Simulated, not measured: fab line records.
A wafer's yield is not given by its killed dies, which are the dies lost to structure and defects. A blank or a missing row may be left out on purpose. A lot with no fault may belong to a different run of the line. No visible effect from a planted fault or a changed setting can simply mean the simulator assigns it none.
Matching of chambers | flow n5Finfet | N5_BEOL_M5_ETCH_72 on rieDiel-06: 4 sister chambers
The step etches underlayer in N2/H2, target depth 6.5 nm, time 5.2 s. 18 wafers are shown with their chamber, then 9 later ones without.

## EACH WAFER AND ITS CHAMBER
wafer  | chamber | showerheadPlenumPTorr (Torr) | drypumpMotorCurrentA (A) | oesProductAu (a.u.)
L076.1 | 1       | 2.69                         | 6.6                      | 0.74
L076.3 | 0       | 2.49                         | 5.8                      | 0.81
L076.5 | 2       | 2.52                         | 5.7                      | 0.59
L078.1 | 0       | 2.49                         | 5.7                      | 0.81
L078.3 | 3       | 2.47                         | 5.9                      | 0.73
L078.5 | 3       | 2.47                         | 5.9                      | 0.73
L080.1 | 1       | 2.68                         | 6.6                      | 0.74
L080.4 | 3       | 2.47                         | 5.9                      | 0.73
L080.6 | 1       | 2.68                         | 6.6                      | 0.74
L079.2 | 2       | 2.52                         | 5.7                      | 0.59
L079.4 | 3       | 2.47                         | 5.9                      | 0.73
L079.5 | 2       | 2.52                         | 5.7                      | 0.59
L081.3 | 3       | 2.47                         | 5.9                      | 0.73
L081.4 | 0       | 2.49                         | 5.8                      | 0.79
L081.5 | 1       | 2.68                         | 6.6                      | 0.75
L082.2 | 2       | 2.51                         | 5.7                      | 0.58
L082.3 | 3       | 2.47                         | 5.9                      | 0.71
L082.6 | 2       | 2.51                         | 5.6                      | 0.59

SIGNATURES (averages over the wafers above)
reading               | chamber 0 | chamber 1 | chamber 2 | chamber 3 | scatter within a chamber
showerheadPlenumPTorr | 2.4900    | 2.6825    | 2.5160    | 2.4700    | 0.00373
drypumpMotorCurrentA  | 5.767     | 6.600     | 5.680     | 5.900     | 0.0324
oesProductAu          | 0.8033    | 0.7425    | 0.5880    | 0.7267    | 0.00734
Rule: a wafer's distance from a chamber is the root of the sum, over the readings, of the square of ((its reading less the chamber's mean) divided by the reading's scatter). If the next closest chamber is less than 2 further off than the closest, the wafer can't be placed; otherwise it belongs to the closest. How the scatter is found: for the shown wafers, subtract from each reading the mean of its chamber, square and add these, divide the total by (wafers less chambers), then take the root.

## WAFERS WITHOUT THEIR CHAMBER
wafer  | showerheadPlenumPTorr (Torr) | drypumpMotorCurrentA (A) | oesProductAu (a.u.)
L084.4 | 2.48                         | 5.8                      | 0.79
L084.5 | 2.46                         | 5.9                      | 0.71
L084.6 | 2.48                         | 5.8                      | 0.79
L086.1 | 2.46                         | 5.9                      | 0.71
L086.2 | 2.51                         | 5.6                      | 0.58
L086.6 | 2.51                         | 5.6                      | 0.58
L087.1 | 2.46                         | 5.9                      | 0.70
L087.2 | 2.51                         | 5.7                      | 0.58
L087.3 | 2.68                         | 6.6                      | 0.73

## EACH ONE'S CHAMBER
wafer  | from the rows above | in truth
L084.4 | 0                   | 0
L084.5 | 3                   | 3
L084.6 | 0                   | 0
L086.1 | 3                   | 3
L086.2 | 2                   | 2
L086.6 | 2                   | 2
L087.1 | 3                   | 3
L087.2 | 2                   | 2
L087.3 | 1                   | 1
Correctly placed: 9 of 9. Number that these rows cannot place: 0. Placed wrongly: 0.
